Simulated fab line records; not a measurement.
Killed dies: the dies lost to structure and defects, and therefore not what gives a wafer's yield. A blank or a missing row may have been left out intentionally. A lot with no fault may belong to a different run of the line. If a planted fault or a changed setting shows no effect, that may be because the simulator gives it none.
Split-lot experiment | flow n5_finfet | route with 1938 steps; 7 lots, 39 wafers read

== ON THE SPLIT ==
At N5_DUMMY_GATE_ETCH_31 (etches SiO2 in C4F6/O2, target depth 82.5 nm, time 27.5 s), the setting target_depth_a was moved away from the recipe's 825 angstrom on 15 of the 39 wafers read, by -5.3% to +9.4%. This setting was run at the recipe's value on the other wafers.

The reading comes from the split's own step.

== THE READING ==
SOC_of_DUMMY_GATE_COAT_34.thk_nm (the simulator's own value, which no gauge read), in nm, at N5_DUMMY_GATE_ETCH_31 (etches SiO2 in C4F6/O2, target depth 82.5 nm, time 27.5 s). The file does not state a usual value for it. Across the 24 wafers here that went through the recipe, the average is 51.9 nm and the standard deviation 0.19 nm.

wafer  | tool, chamber at the split | target_depth_a as run, angstrom | against the recipe | SOC_of_DUMMY_GATE_COAT_34.thk_nm, nm | against lot-mates on the recipe
L075.1 | rie_diel-05, 3             | 825                             | recipe             | 52.2                                 | -
L075.2 | rie_diel-05, 2             | 825                             | recipe             | 52                                   | -
L075.3 | rie_diel-05, 0             | 825                             | recipe             | 51.8                                 | -
L075.4 | rie_diel-05, 1             | 898.1                           | +8.9%              | 51.2                                 | -0.8
L075.5 | rie_diel-05, 0             | 898.1                           | +8.9%              | 50.8                                 | -1.2
L075.6 | rie_diel-05, 1             | 898.1                           | +8.9%              | 51.2                                 | -0.8
L077.1 | rie_diel-02, 1             | 825                             | recipe             | 51.8                                 | -
L077.2 | rie_diel-02, 0             | 866.2                           | +5.0%              | 51.2                                 | -0.7
L077.3 | rie_diel-02, 3             | 825                             | recipe             | 51.8                                 | -
L077.4 | rie_diel-02, 2             | 866.2                           | +5.0%              | 51.6                                 | -0.3
L077.5 | rie_diel-02, 3             | 825                             | recipe             | 52                                   | -
L077.6 | rie_diel-02, 2             | 866.2                           | +5.0%              | 51.6                                 | -0.3
L080.1 | rie_diel-05, 0             | 825                             | recipe             | 51.8                                 | -
L080.2 | rie_diel-05, 2             | 825                             | recipe             | 51.8                                 | -
L080.3 | rie_diel-05, 3             | 825                             | recipe             | 52.2                                 | -
L080.4 | rie_diel-05, 1             | 825                             | recipe             | 51.8                                 | -
L080.5 | rie_diel-05, 1             | 825                             | recipe             | 51.8                                 | -
L080.6 | rie_diel-05, 2             | 825                             | recipe             | 51.8                                 | -
L083.1 | rie_diel-05, 2             | 825                             | recipe             | 51.8                                 | -
L083.4 | rie_diel-05, 3             | 825                             | recipe             | 52                                   | -
L083.5 | rie_diel-05, 3             | 825                             | recipe             | 52.2                                 | -
L085.1 | rie_diel-03, 0             | 825                             | recipe             | 51.8                                 | -
L085.2 | rie_diel-03, 2             | 825                             | recipe             | 51.8                                 | -
L085.3 | rie_diel-03, 1             | 781                             | -5.3%              | 52.4                                 | +0.5
L085.4 | rie_diel-03, 3             | 781                             | -5.3%              | 52.4                                 | +0.5
L085.5 | rie_diel-03, 3             | 781                             | -5.3%              | 52.6                                 | +0.7
L085.6 | rie_diel-03, 2             | 825                             | recipe             | 52                                   | -
L086.1 | rie_diel-02, 2             | 902.5                           | +9.4%              | 51                                   | -0.6
L086.2 | rie_diel-02, 1             | 825                             | recipe             | 51.8                                 | -
L086.3 | rie_diel-02, 3             | 902.5                           | +9.4%              | 50.8                                 | -0.8
L086.4 | rie_diel-02, 0             | 825                             | recipe             | 51.4                                 | -
L086.5 | rie_diel-02, 1             | 902.5                           | +9.4%              | 50.6                                 | -1.0
L086.6 | rie_diel-02, 0             | 825                             | recipe             | 51.6                                 | -
L091.1 | rie_diel-05, 0             | 877.1                           | +6.3%              | 51                                   | -1.0
L091.2 | rie_diel-05, 1             | 825                             | recipe             | 51.8                                 | -
L091.3 | rie_diel-05, 3             | 825                             | recipe             | 52.2                                 | -
L091.4 | rie_diel-05, 2             | 877.1                           | +6.3%              | 51.4                                 | -0.6
L091.5 | rie_diel-05, 1             | 825                             | recipe             | 52                                   | -
L091.6 | rie_diel-05, 0             | 877.1                           | +6.3%              | 51.2                                 | -0.8

FIT RESULTS
A straight line over all 39 wafers: SOC_of_DUMMY_GATE_COAT_34.thk_nm changes by -0.104 nm for each +1% of target_depth_a; r = -0.91; the points scatter about the line by 0.19 nm.
The same after taking each lot's own level away (the mean of its wafers on the recipe; 39 wafers): -0.101 nm for each +1%; r = -0.93; scatter 0.17 nm.
That fit puts the effect of the largest move of target_depth_a on the reading at 0.95 nm.
Across the lots, their own levels run from 51.60 to 52.00 nm, a range of 2.1 times the standard deviation given above.
The two slopes are in agreement: the lot-to-lot level therefore moves the slope only a little.
Check: for one of the wafers moved furthest among these (+9.4%), held out of the fit, the line's prediction against its lot-mates is -0.983 nm. Against them it came out at -0.6 nm.

== THE WHOLE CHAIN: every reading that the file lists as answering this split, in the file's order ==
step                  | what it does                                              | reading                                                                           | change (the file's fit)               | r (the file's)
N5_DUMMY_GATE_ETCH_31 | etches SiO2 in C4F6/O2, target depth 82.5 nm, time 27.5 s | etch.depth_nm (the simulator's own value, which no gauge read)                    | +0.901 nm for each +1% of the setting | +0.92
N5_DUMMY_GATE_ETCH_31 | etches SiO2 in C4F6/O2, target depth 82.5 nm, time 27.5 s | SOC_of_DUMMY_GATE_COAT_34.thk_nm (the simulator's own value, which no gauge read) | -0.1 nm for each +1% of the setting   | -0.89

== THE FILE'S OWN FIT ==
SOC_of_DUMMY_GATE_COAT_34.thk_nm changes by -0.1 nm for each +1% of target_depth_a, r = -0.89.
